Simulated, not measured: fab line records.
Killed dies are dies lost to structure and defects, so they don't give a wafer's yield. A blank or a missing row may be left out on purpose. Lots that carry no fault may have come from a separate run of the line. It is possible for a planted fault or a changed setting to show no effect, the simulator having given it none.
Matching of chambers	flow nand-harc	NHARC_A_CHANNEL_FILL_D2_ALD_16 on ald-hk-04: 4 sister chambers
The step deposits SiO2, target thk 1.5 nm, pulse time 10 s, ald cycles 15. 8 wafers are shown with their chamber, then 7 later ones without.

WAFERS, EACH WITH ITS CHAMBER
wafer	chamber	heater-power-outer-w (W)	heater-power-w (W)
L607.1	0	279	482
L607.5	3	241	401
L607.6	0	280	489
L612.1	1	320	551
L612.2	2	253	435
L612.3	3	239	402
L615.1	2	243	453
L615.4	1	320	548

WAFERS MISSING THEIR CHAMBER
wafer	heater-power-outer-w (W)	heater-power-w (W)
L615.6	312	535
L619.3	316	552
L619.4	265	464
L619.5	256	459
L626.4	228	407
L626.5	318	558
L626.6	274	480

EACH ONE'S CHAMBER
wafer	from the rows above	in truth
L615.6	1	1
L619.3	1	1
L619.4	can't be placed: 0 or 2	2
L619.5	2	2
L626.4	3	3
L626.5	1	1
L626.6	0	0
6 of 7 placed correctly. Cannot be placed on the basis of these rows: 1; the candidates contain the true chamber in 1. Wrongly placed: 0.
How it was worked out, from the rows above alone: a wafer's distance from a chamber is the root of the sum, over the readings, of the square of ((its reading less the chamber's mean) divided by the reading's scatter). The wafer belongs to the nearest chamber; if the next one is less than 2 further off, it can't be placed. The mean given for a chamber averages the wafers shown for that chamber. How the scatter is found: for the shown wafers, subtract from each reading the mean of its chamber, square and add these, divide the total by (wafers less chambers), then take the root.
